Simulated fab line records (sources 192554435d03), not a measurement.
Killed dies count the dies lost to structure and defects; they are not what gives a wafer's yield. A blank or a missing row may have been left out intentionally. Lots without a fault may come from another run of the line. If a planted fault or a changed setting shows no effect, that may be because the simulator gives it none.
Code-filled problem report in 8D (eight disciplines) form | flow n5Finfet | the parts of the form that need people (team, actions taken, sign-off) are left out
Where a reading is given only as a bound, like >300, the bound stands for it, and a mean or a difference that rests on one is marked > or <: the true number lies beyond.

## 1. PROBLEM STATEMENT
At N5_SD_EPI_N_INSPECT_26, rawDefectCount averages 461 over 6 wafers from 2 lots, while fault-free wafers read 205, standard deviation 40. Relative to the usual mean, that is a shift of +6.4 standard deviations.
The step: inspects for defects (darkfield).
Seen first at day 8 07:51 on defectInspect-02, wafer L180.2. At this step, 29 wafers from 10 lots have a number in the record. Rule for "out", or "out of limits": more than 4 standard deviations from the usual mean. Any other wafer with a number is counted as sound.

## 2. WHAT IT IS; WHAT IT IS NOT
question                    | is                                 | is not
which readings at this step | rawDefectCount                     | -
which lots                  | L180, L182                         | L160, L162, L164, L166, L169, L171, L172, L179
which wafers of those lots  | all that have a number             | -
read on which gauges        | defectInspect-01, defectInspect-02 | -
when                        | from day 8 07:51                   | up to then (23 sound wafers)

## 3. WHAT RULES OUT EACH SUSPECT
Counting: a tool stays on the suspect list if, at a process step up to the reading, it processed all lots that are out and no sound lot following the first of them.
- the gauge at N5_SD_EPI_N_INSPECT_26 is ruled out. 2 gauges (defectInspect-01, defectInspect-02) read the wafers that are out.
- plasmaAsher-01 at N5_SD_EPI_N_STRIP_38 (strips in N2/H2): kept. It processed each lot that is out, first L180 at day 8 03:56, and no sound lot thereafter; up to then, the last sound lot it processed was L179 at day 7 21:50.
- remotePlasma-02 at N5_SD_EPI_N_PRECLEAN_49 (cleans in NF3:NH3, afs cycles 1, time 20 s, sublimation time 60 s): kept. It processed each lot that is out, first L180 at day 8 07:25, and no sound lot thereafter; up to then, the last sound lot it processed was L172 at day 6 10:49.
What counting leaves: plasmaAsher-01 at N5_SD_EPI_N_STRIP_38 and remotePlasma-02 at N5_SD_EPI_N_PRECLEAN_49.

## 4. THE CAUSE (what the simulator had put in)
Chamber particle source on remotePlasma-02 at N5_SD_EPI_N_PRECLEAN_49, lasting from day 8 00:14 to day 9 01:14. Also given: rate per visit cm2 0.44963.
2 suspects survive the count, and this tool is in that group.

## 5. SEQUENCE OF EFFECTS, ordered by route
Rows list readings where the struck wafers' mean (over those with a number) sits beyond 3 standard deviations from the usual. Scope: only readings with a usual standard deviation given in the record; hours: median across lots of the time from each lot's start at the first step in this table that gives one to its start at this step; sigmas: change in usual standard deviations.
hours | step                    | reading          | usual | on struck wafers | change | sigmas
0     | N5_SD_EPI_N_INSPECT_26  | rawDefectCount   | 205   | 461              | +256   | +6.4
0     | N5_SD_EPI_P_INSPECT_11  | rawDefectCount   | 2.1   | >280             | >+277  | +99 or more
235   | N5_PASSIVATION_PROBE_49 | killedAtFrontEnd | 39    | 122              | +83    | +7.6
235   | N5_PASSIVATION_PROBE_49 | killedDies       | 101   | 180              | +79    | +3.9
The process steps in it:
- N5_PASSIVATION_PROBE_49

## 6. WHAT WOULD HAVE CAUGHT IT SOONER
The first out-of-limits reading at a measuring or inspecting step in this record came at day 8 07:51, 8 hours after the fault's start at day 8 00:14.
No tool reading at N5_SD_EPI_N_PRECLEAN_49 that has a usual standard deviation in the record was out on any struck wafer, so an alarm limit of 4 standard deviations on those readings would not have fired.
Among the 2 lots that are out, L182 began N5_SD_EPI_N_PRECLEAN_49 on remotePlasma-02 after day 8 07:51. A tool hold placed at that time would have kept it from harm.
